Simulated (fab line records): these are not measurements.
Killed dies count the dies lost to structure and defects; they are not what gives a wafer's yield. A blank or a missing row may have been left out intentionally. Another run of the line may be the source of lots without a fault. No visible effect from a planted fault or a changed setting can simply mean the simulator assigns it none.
fab line records	flow n5-finfet
record lots=11	wafers=33	last-day=17
route steps=1938 shown BEOL_M2@921 PAD_METAL@1894 PASSIVATION@1908
lots that met no fault: from a run of the same line without faults
start-h: start of the lot's first displayed wafer, in hours after the record's first day	wait-h: how many hours have passed since the lot's step before this one	" the same as in the row above	L1.1+2: several wafers, shown together as one row	- either no value or no given start	* or withheld: withheld	< > ~ a bound
route shown NAME@n: a module of which the file shows steps, and the number in the route of the first	usual: the fault-free wafers' mean and standard deviation	same: alike in all rows	chamber/n: place in a boat	sites: the reading at each site	_std_site: how widely they spread, as a standard deviation	_edge_site: outer sites' mean less inner sites'	radius-mm: for every site, how far away it sits from the centre of the wafer	mask NAME#n: copy n	behind: the most recent tool/chamber to have shaped the wafer	hold: what put the lot on hold/how long, in hours/how the hold closed	device: the n, p or np transistor that did not switch	end of line: at the end of the route, the tests of the same wafers	for a step that has no rows: nothing shown but its recipe	killed: the dies lost at the first sort to structure and to defects; this is not the yield of the wafer	map: dies across one wafer; x = killed, . = not, _ = none there
set.NAME: setting as actually run; set.NAME@STEP: the setting as run at that earlier step	model.NAME: the simulator's own value behind a step, which no gauge read
one table for each step of the route and one row for each wafer, over a sample of lots
services: a tool's chamber out of use, with start hour (start-h, from the record's first day; less than 0 if before it), hours out, and reason
## steps
# step N5_BEOL_M2_ECD_50
# recipe material=Cu	target-thk-a=3000
lot.wafer	tool	chamber	start-h	wait-h
L878.3+4+6	ecd-cu-02	1,0,1	144.51	0.1
L879.2+4+5	ecd-cu-01	1,0,1	152.87	0.1
L881.1+3+4	ecd-cu-01	1,0,1	160.19	0.1
L883.1+5+6	ecd-cu-01	0,0,1	170.10	0.1
L885.2+3+4	ecd-cu-01	1,1,0	203.97	0.1
L887.2+5+6	ecd-cu-01	1,0,1	211.01	0.1
L886.4+5+6	ecd-cu-02	1,1,0	211.99	0.1
L888.3+5+6	ecd-cu-01	1,0,1	219.05	0.1
L890.4+5+6	ecd-cu-01	0,1,0	225.21	0.1
L895.1+2+3	ecd-cu-02	1,0,0	250.76	0.1
L900.1+2+3	ecd-cu-01	1,0,0	282.47	0.1
# step N5_PASSIVATION_PRE_CLEAN_19
# recipe gas=H2/He	time-s=*	temp-c=*
# usual heater-power-w=466/36	susceptor-temp-C=*
lot.wafer	tool	chamber	start-h	wait-h	heater-power-w	susceptor-temp-C
L878.3	pvd-sputter-03	-	265.99	0.0	465	*
L878.4	"	-	"	"	406	*
L878.6	"	-	"	"	460	*
L879.2	pvd-sputter-03	-	270.17	0.0	484	*
L879.4	"	-	"	"	464	*
L879.5	"	-	"	"	483	*
L881.1	pvd-sputter-01	-	301.83	0.0	493	*
L881.3	"	-	"	"	425	*
L881.4	"	-	"	"	461	*
L883.1	pvd-sputter-01	-	302.29	0.0	480	*
L883.5	"	-	"	"	479	*
L883.6	"	-	"	"	452	*
L885.2	pvd-sputter-01	-	319.02	0.0	451	*
L885.3	"	-	"	"	445	*
L885.4	"	-	"	"	482	*
L888.3	pvd-sputter-02	-	348.54	0.0	519	*
L888.5	"	-	"	"	488	*
L888.6	"	-	"	"	466	*
L887.2	pvd-sputter-02	-	350.44	0.0	448	*
L887.5	"	-	"	"	481	*
L887.6	"	-	"	"	440	*
L890.4	pvd-sputter-01	-	353.95	0.0	485	*
L890.5	"	-	"	"	442	*
L890.6	"	-	"	"	450	*
L886.4	pvd-sputter-01	-	354.45	0.0	461	*
L886.5	"	-	"	"	447	*
L886.6	"	-	"	"	422	*
L895.1	pvd-sputter-02	-	388.59	0.0	485	*
L895.2	"	-	"	"	569	*
L895.3	"	-	"	"	521	*
L900.1	pvd-sputter-03	-	406.82	0.0	454	*
L900.2	"	-	"	"	419	*
L900.3	"	-	"	"	487	*
# step N5_PASSIVATION_DESCUM_32
# recipe chemistry=O2	time-s=7.9	source-power-w=50	bias-power-w=20	pressure-mtorr=20	rf-frequency-hz=2.712e+07	temp-c=40	o2-flow-sccm=225
# usual drypump-motor-current-A=5.6/0.39	oes-product-au=0.81/0.086	rf-vpp-V=243.5/1.7	showerhead-plenum-p-Torr=2.11/0.088	throttle-valve-pct=20.50/0.25
lot.wafer	tool	chamber	start-h	wait-h	drypump-motor-current-A	oes-product-au	rf-hours-counter-h	rf-vpp-V	showerhead-plenum-p-Torr	throttle-valve-pct
L878.3	rie-diel-02	2	266.68	0.0	5.4	0.97	4	243.6	2.06	20.26
L878.4	"	1	"	"	5.4	0.77	128	245.0	2.19	20.74
L878.6	"	1	"	"	5.4	0.78	-	243.6	2.19	20.74
L879.2	rie-diel-02	0	271.01	0.2	5.9	0.77	154	243.5	2.18	20.72
L879.4	"	3	"	"	5.7	0.72	228	243.4	2.07	20.30
L879.5	"	3	"	"	5.7	0.70	-	243.1	2.07	20.32
L881.1	rie-diel-01	0	302.53	0.0	5.0	0.95	16	244.7	2.22	20.10
L881.3	"	1	"	"	5.3	0.74	174	240.1	2.01	20.73
L881.4	"	2	"	"	4.9	0.70	223	239.5	1.90	20.71
L883.1	rie-diel-02	1	302.99	0.0	5.4	0.76	139	245.3	2.19	20.76
L883.5	"	0	"	"	5.9	0.76	-	245.0	2.18	20.73
L883.6	"	1	"	"	5.4	0.77	-	244.3	2.19	20.78
L885.2	rie-diel-02	0	319.84	0.0	5.9	0.76	169	245.6	2.17	20.76
L885.3	"	3	"	"	5.7	0.71	243	242.6	2.07	20.32
L885.4	"	2	"	"	5.4	0.94	21	243.0	2.05	20.30
L888.3	rie-diel-06	0	349.58	0.2	5.6	0.77	128	244.2	2.18	20.40
L888.5	"	1	"	"	6.3	0.86	-	244.3	2.22	20.65
L888.6	"	0	"	"	5.6	0.77	-	245.3	2.18	20.41
L887.2	rie-diel-02	0	351.15	0.0	5.9	0.75	181	244.4	2.17	20.78
L887.5	"	1	"	"	5.4	0.76	-	244.8	2.18	20.78
L887.6	"	0	"	"	5.9	0.75	-	245.0	2.17	20.78
L890.4	rie-diel-01	0	354.65	0.0	5.0	0.90	36	246.2	2.22	20.14
L890.5	"	2	"	"	4.9	0.68	-	238.8	1.90	20.73
L890.6	"	3	"	"	5.6	0.83	-	244.0	2.12	20.48
L886.4	rie-diel-02	0	355.24	0.1	5.9	0.74	-	244.0	2.17	20.79
L886.5	"	1	"	"	5.4	0.75	-	242.5	2.18	20.80
L886.6	"	2	"	"	5.4	0.91	-	242.7	2.05	20.31
L895.1	rie-diel-01	3	389.41	0.0	5.6	0.80	85	242.4	2.12	20.50
L895.2	"	1	"	"	5.3	0.73	208	241.3	2.00	20.77
L895.3	"	0	"	"	5.0	0.89	49	243.9	2.21	20.15
L900.1	rie-diel-02	0	407.51	0.0	5.9	0.73	199	244.3	2.16	20.81
L900.2	"	2	"	"	5.4	0.88	55	242.5	2.04	20.32
L900.3	"	1	"	"	5.4	0.72	178	246.0	2.17	20.82
# step N5_PASSIVATION_PECVD_35
# recipe material=SiNx	target-thk-a=7000	temp-c=400	precursor=SiH4/NH3/N2	pressure-torr=4.9	rf-w=1406	time-s=151.3
# usual heater-power-w=376/78	showerhead-plenum-p-Torr=8.60/0.089	susceptor-temp-C=399.98/0.27	throttle-valve-pct=28.4/1.1
lot.wafer	tool	chamber	start-h	wait-h	heater-power-w	showerhead-plenum-p-Torr	susceptor-temp-C	throttle-valve-pct
L878.3	pecvd-01	0	268.03	0.1	247	8.47	400.26	29.5
L878.4	"	1	"	"	358	8.58	399.77	28.7
L878.6	"	0	"	"	302	8.50	400.11	29.3
L879.2	pecvd-01	2	272.22	0.1	469	8.60	400.32	27.2
L879.4	"	1	"	"	277	8.57	400.33	28.8
L879.5	"	2	"	"	314	8.61	400.09	27.0
L881.1	pecvd-03	1	303.75	0.1	479	8.60	400.02	28.2
L881.3	"	2	"	"	401	8.66	399.98	26.6
L881.4	"	0	"	"	302	8.70	399.82	30.8
L883.1	pecvd-01	2	304.21	0.1	404	8.61	399.86	27.4
L883.5	"	2	"	"	441	8.59	399.94	27.3
L883.6	"	1	"	"	388	8.56	399.73	28.6
L885.2	pecvd-03	2	321.10	0.1	418	8.65	400.23	26.6
L885.3	"	1	"	"	574	8.64	400.51	28.7
L885.4	"	0	"	"	294	8.71	400.10	30.7
L888.3	pecvd-01	2	350.89	0.1	389	8.60	399.57	27.3
L888.5	"	1	"	"	400	8.59	399.72	28.7
L888.6	"	0	"	"	304	8.48	399.77	29.4
L887.2	pecvd-04	1	352.36	0.1	420	8.56	399.60	28.1
L887.5	"	0	"	"	333	8.81	399.63	28.6
L887.6	"	1	"	"	290	8.58	399.72	27.6
L890.4	pecvd-04	0	355.98	0.1	465	8.80	399.98	28.4
L890.5	"	2	"	"	353	8.60	399.95	27.0
L890.6	"	1	"	"	289	8.58	399.71	27.9
L886.4	pecvd-01	2	356.98	0.1	439	8.62	399.27	27.2
L886.5	"	1	"	"	397	8.58	399.71	28.5
L886.6	"	0	"	"	333	8.48	399.81	29.8
L895.1	pecvd-03	1	390.90	0.1	582	8.61	399.82	28.5
L895.2	"	2	"	"	397	8.67	400.51	26.6
L895.3	"	0	"	"	221	8.70	400.22	30.9
L900.1	pecvd-04	2	408.90	0.1	395	8.60	399.91	27.1
L900.2	"	0	"	"	403	8.79	399.32	28.8
L900.3	"	1	"	"	345	8.57	399.79	27.9
# step N5_PASSIVATION_PROBE_49
# usual defect-limited-yield=91.5/1.4	killed_at_M0_to_M3=32/9.8	killed_at_M4_up=13/5.3	killed-at-contacts=13/6.4	killed-at-front-end=39/10	killed-at-other=3.1/2.5	killed-dies=100/17	killed-on-rim=13/3.9	killed-open=65/13	killed-short=33/7.7	sort_bin_5_function=5.0/0.93	sort_bin_6_memory=3.2/0.69	sort-n-pass=1080/17	sort-yield-pct=91.5/1.4
# same gross-dies=1180	killed-at-back-side=0	sort_bin_4_leakage[%]=0	sort_bin_8_speed[%]=0
lot.wafer	tool	chamber	start-h	wait-h	defect-limited-yield[%]	killed_at_M0_to_M3	killed_at_M4_up	killed-at-contacts	killed-at-front-end	killed-at-other	killed-dies	killed-on-rim	killed-open	killed-short	sort_bin_5_function[%]	sort_bin_6_memory[%]	sort-n-pass	sort-yield-pct[%]
L888.3	prober-01	-	355.37	0.9	89.8	48	20	14	36	2	120	19	87	33	6.7	3.4	1060	89.8
L888.5	prober-01	-	355.47	1.0	30.6	772	12	11	21	3	819	103	51	10	45.1	18.4	361	30.6
L888.6	prober-01	-	355.52	1.1	90.0	32	22	11	52	1	118	13	70	47	5.3	4.2	1062	90.0
L887.2	prober-01	-	356.47	0.1	92.8	19	15	10	36	5	85	10	60	23	4.3	2.6	1095	92.8
L887.5	prober-01	-	356.62	0.2	27.8	807	16	1	27	1	852	113	36	29	48.9	17.5	328	27.8
L887.6	prober-01	-	356.67	0.3	91.8	36	18	10	32	1	97	13	55	41	4.3	3.7	1083	91.8
L890.4	prober-02	-	360.07	0.2	31.9	746	9	8	38	3	804	107	37	35	45.7	17.5	376	31.9
L890.5	prober-02	-	360.12	0.2	93.3	23	5	16	33	2	79	12	55	24	3.9	2.6	1101	93.3
L890.6	prober-02	-	360.17	0.3	29.3	795	4	2	32	1	834	103	43	16	47.7	16.8	346	29.3
# killed by level:class
L888.3 BEOL_M3:geometric-particle:open=14 MOL_CONTACT_COAG:geometric-particle:open=13 BEOL_M2:geometric-particle:open=12 FIN_SAQP:geometric-particle:short=8 BEOL_M0_SAQP:geometric-particle:open=8 BEOL_M0_SAQP:geometric-particle:short=7 FIN_SAQP:geometric-particle:open=7 STI_FIN_REVEAL:geometric-particle:open=7
L888.5 BEOL_M2:unspecified=758 FIN_SAQP:geometric-particle:open=11 MOL_CONTACT_COAG:geometric-particle:open=9 BEOL_M4:geometric-particle:open=8 BEOL_M3:geometric-particle:open=6 STI_FIN_REVEAL:geometric-particle:open=4 BEOL_M6:geometric-particle:open=4 STI_FIN_REVEAL:geometric-particle:short=2
L888.6 FIN_SAQP:geometric-particle:short=14 FIN_SAQP:geometric-particle:open=14 BEOL_M2:geometric-particle:open=13 MOL_CONTACT_COAG:geometric-particle:open=9 BEOL_M4:geometric-particle:open=7 STI_FIN_REVEAL:geometric-particle:open=6 BEOL_M0_SAQP:geometric-particle:short=6 BEOL_M3:geometric-particle:open=6
L887.2 STI_FIN_REVEAL:geometric-particle:open=12 MOL_CONTACT_COAG:geometric-particle:open=7 BEOL_M3:geometric-particle:open=6 BEOL_M4:geometric-particle:open=6 FIN_SAQP:geometric-particle:open=5 BEOL_M0_SAQP:geometric-particle:open=5 FIN_SAQP:geometric-particle:short=4 BEOL_M2:geometric-particle:open=4
L887.5 BEOL_M2:unspecified=787 BEOL_M3:geometric-particle:open=8 BEOL_M0_SAQP:geometric-particle:open=6 FIN_SAQP:geometric-particle:short=5 STI_FIN_REVEAL:geometric-particle:open=5 BEOL_M4:geometric-particle:short=5 ILD0:geometric-particle:short=4 BEOL_M4:geometric-particle:open=4
L887.6 BEOL_M4:geometric-particle:open=11 BEOL_M0_SAQP:geometric-particle:short=10 BEOL_M2:geometric-particle:open=10 MOL_CONTACT_COAG:geometric-particle:open=8 FIN_CUT:geometric-particle:short=6 GATE_CUT:geometric-particle:short=6 BEOL_M0_SAQP:geometric-particle:open=6 STI_FIN_REVEAL:geometric-particle:open=5
L890.4 BEOL_M2:unspecified=732 FIN_SAQP:geometric-particle:short=11 FIN_SAQP:geometric-particle:open=8 GATE_CUT:geometric-particle:short=6 MOL_CONTACT_COAG:geometric-particle:open=5 STI_FIN_REVEAL:geometric-particle:open=4 BEOL_M3:geometric-particle:short=4 BEOL_M3:geometric-particle:open=3
L890.5 MOL_CONTACT_COAG:geometric-particle:open=13 STI_FIN_REVEAL:geometric-particle:open=8 BEOL_M0_SAQP:geometric-particle:short=8 FIN_SAQP:geometric-particle:open=7 BEOL_M0_SAQP:geometric-particle:open=5 BEOL_M2:geometric-particle:open=4 DUMMY_GATE:geometric-particle:open=3 GATE_CUT:geometric-particle:short=3
L890.6 BEOL_M2:unspecified=774 FIN_SAQP:geometric-particle:open=8 BEOL_M3:geometric-particle:open=7 STI_FIN_REVEAL:geometric-particle:open=5 FIN_SAQP:geometric-particle:short=4 DUMMY_GATE:geometric-particle:open=4 GATE_CUT:geometric-particle:short=4 BEOL_M0_SAQP:geometric-particle:short=4
## services
tool	chamber	start-h	hours	kind
rie-diel-02	2	170.33	32.7	repair
pecvd-04	1	191.46	8.1	repair
rie-diel-01	1	192.44	4.1	repair
pvd-sputter-01	-	194.82	4.9	repair
pecvd-01	-	197.48	6.0	pm
rie-diel-02	2	237.85	-	clean
rie-diel-02	2	237.85	-	consumable-replace:focus-ring
rie-diel-02	2	237.85	13.9	scheduled-down
rie-diel-02	2	237.85	13.9	vent-cycle
rie-diel-06	0	243.05	2.5	repair
rie-diel-02	0	263.26	1.9	repair
ecd-cu-02	-	291.80	5.1	pm
rie-diel-06	1	298.54	10.2	repair
ecd-cu-02	-	303.07	0.3	repair
rie-diel-06	0	323.67	8.7	repair
pecvd-04	1	329.83	17.9	repair
pecvd-03	1	336.96	6.6	repair
rie-diel-02	3	339.30	-	clean
rie-diel-02	3	339.30	-	consumable-replace:focus-ring
rie-diel-02	3	339.30	19.9	scheduled-down
rie-diel-06	-	346.62	0.7	repair
pecvd-04	-	361.46	1.3	repair
rie-diel-02	0	369.51	5.4	repair
rie-diel-06	1	370.57	4.1	repair
## key
first-sign step=N5_PASSIVATION_PROBE_49	reading=killed_at_M0_to_M3	direction=up	sigmas=76	usual=32	struck=780
effect step=N5_PASSIVATION_PROBE_49	reading=killed-dies	direction=up	sigmas=44	usual=100	struck=827
more-kills-born-at N5_BEOL_M2_ECD_50@ecd-cu-01=3051
met-at N5_BEOL_M2_ECD_50
struck-lots L887,L888,L890
struck-wafers L887.5,L888.5,L890.4,L890.6
not-acting-at N5_PASSIVATION_PRE_CLEAN_19,N5_PASSIVATION_DESCUM_32,N5_PASSIVATION_PECVD_35
onset-between 203.97 211.01
fault kind=chamber-particle-source	tool=ecd-cu-01	chamber=0	onset-h=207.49	steps=N5_BEOL_M2_ECD_50	rate-per-visit-cm2=2.0366	end-h=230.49
